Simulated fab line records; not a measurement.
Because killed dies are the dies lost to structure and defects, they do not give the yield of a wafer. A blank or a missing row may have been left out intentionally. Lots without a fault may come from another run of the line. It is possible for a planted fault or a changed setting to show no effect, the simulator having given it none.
A lot that was struck, set against a sound lot	flow n5-finfet	35 steps out of a route of 1938
Sound: the wafers L680.3, L680.4, L680.5. Struck: wafers L690.2, L690.5 (left out: L690.3, a lot-mate that was not struck); the cause follows at the end.
For every step that has rows: the tool of each side, followed by ch and its chambers, followed by its first start. Under that, the readings that differ: sound wafers	struck wafers	difference of the means	sigmas: that difference in standard deviations of wafers without a fault.
alike: readings with means less than 2 such deviations apart, plus words and numbers identical on both sides. not compared: withheld readings, readings lacking a value on some wafer, bounds such as >300 that could conceal the same value, and numbers that have no deviation in the record and whose values overlap.
Wherever a step has rows on one side only, a row that says differs or no value, or a row with sigmas, the two part there. Numbers that don't overlap but have no deviation are shown without sigmas and don't part them. A reading missing from all wafers of one side parts the sides only when that side holds two or more wafers.

first, 10 steps without rows for these wafers: N5_STI_FIN_REVEAL_PRECLEAN_18 (cleans in SC2, time 45 s); N5_STI_FIN_REVEAL_SRD_28 (time 30 s); N5_DUMMY_GATE_PRECLEAN_00 (cleans in O3/DIW, time 60 s); N5_DUMMY_GATE_SRD_01 (time 30 s); N5_DUMMY_GATE_ALD_02 (deposits SiO2, target thk 2 nm, pulse time 1 s); N5_DUMMY_GATE_CVD_03 (deposits a-Si from SiH4, target thk 150 nm, time 8042 s); N5_DUMMY_GATE_PRECLEAN_46 (cleans in DIW, time 89.5 s); N5_DUMMY_GATE_SRD_47 (dry time 32 s); N5_DUMMY_GATE_CMP_04 (polishes a-Si); N5_DUMMY_GATE_HM_DEP_06 (deposits SiNx from DCS/NH3, target thk 80 nm, time 5141 s).
N5_DUMMY_GATE_PECVD_30: deposits SiO2 from TEOS/O2, target thk 55 nm, time 10.8 s.
  sound on pecvd-01 ch 0,1, day 3 13:47; struck on pecvd-01 ch 2, day 5 17:21
reading	sound	struck	difference	sigmas
model.SiO2_of_DUMMY_GATE_PECVD_30.thk-nm (nm)	55.6 56.4 55.8	59.4 59.8	+3.7	
  alike: chamber-pressure-Torr
then, 22 steps without rows for these wafers: N5_DUMMY_GATE_COAT_34 (time 60 s, resist thk 60 nm); N5_DUMMY_GATE_COAT_35 (time 60 s, resist thk 10 nm); N5_DUMMY_GATE_COAT_28 (time 60 s, resist thk 10 nm); N5_DUMMY_GATE_COAT_09 (resist thk 30 nm); N5_DUMMY_GATE_EBR_11; N5_DUMMY_GATE_SOFTBAKE_10 (time 60 s); N5_DUMMY_GATE_EXPOSE_12 (exposes mask GATE, target cd 25 nm); N5_DUMMY_GATE_PEB_13 (peb time 60 s); N5_DUMMY_GATE_DEVELOP_14 (develop time 30 s); N5_DUMMY_GATE_DESCUM_20 (chemistry O2, time 6.2 s); N5_DUMMY_GATE_ETCH_29 (etches underlayer in N2/H2, target depth 13 nm); N5_DUMMY_GATE_ETCH_36 (etches SiARC in CF4, target depth 13 nm); N5_DUMMY_GATE_ETCH_37 (etches SOC in N2/H2, target depth 60 nm, overetch 30 nm); N5_DUMMY_GATE_STRIP_38 (strips in N2/H2); N5_DUMMY_GATE_STRIP_39 (strips in N2/H2); N5_DUMMY_GATE_TRIM_49 (chemistry O2, time 29 s, target cd 14 nm); N5_DUMMY_GATE_STRIP_40 (strips in CF4); N5_DUMMY_GATE_ETCH_31 (etches SiO2 in C4F6/O2, target depth 82.5 nm, time 27.5 s); N5_DUMMY_GATE_STRIP_41 (strips in O2); N5_DUMMY_GATE_HM_OPEN_21 (chemistry CH3F/O2, target SiNx, target depth 120 nm, time 171.4 s); N5_DUMMY_GATE_ETCH_32 (etches SiO2 in CF4, target depth 3.5 nm, time 3.9 s); N5_DUMMY_GATE_ETCH_23 (etches poly-Si in HBr/Cl2/O2, target depth 41 nm, time 22.3 s).
N5_DUMMY_GATE_ETCH_44: etches poly-Si in HBr/O2, stops on SiO2, target depth 127.5 nm.
  sound on rie-si-04 ch 1,2, day 3 15:30; struck on rie-si-04 ch 0, day 5 18:44
reading	sound	struck	difference	sigmas
model.SiO2_of_DUMMY_GATE_PECVD_30.thk-nm (nm)	38.8 39.6 39	42.2 42.6	+3.3	
  alike: drypump-motor-current-A, oes-product-au, throttle-valve-pct
  not compared: rf-hours-counter-h
-- a jump in the record: the struck wafers' starts before and after are 8 days apart (it breaks off in module DUMMY_GATE and resumes in module BEOL_M4, where the first step shown is number 1111 of the route) --
N5_BEOL_M4_RC_MEAS_101:
  sound on prober-01 ch 0, day 9 05:45; struck on prober-01 ch 0, day 13 09:40
  alike: DIBL_N, DIBL_P, IOFF_N, IOFF_P, ION_N, ION_P, SS_N, SS_P, VT_N, VT_P

WHERE THEY PART
Nowhere in this record.

WHY: whatever the simulator had introduced
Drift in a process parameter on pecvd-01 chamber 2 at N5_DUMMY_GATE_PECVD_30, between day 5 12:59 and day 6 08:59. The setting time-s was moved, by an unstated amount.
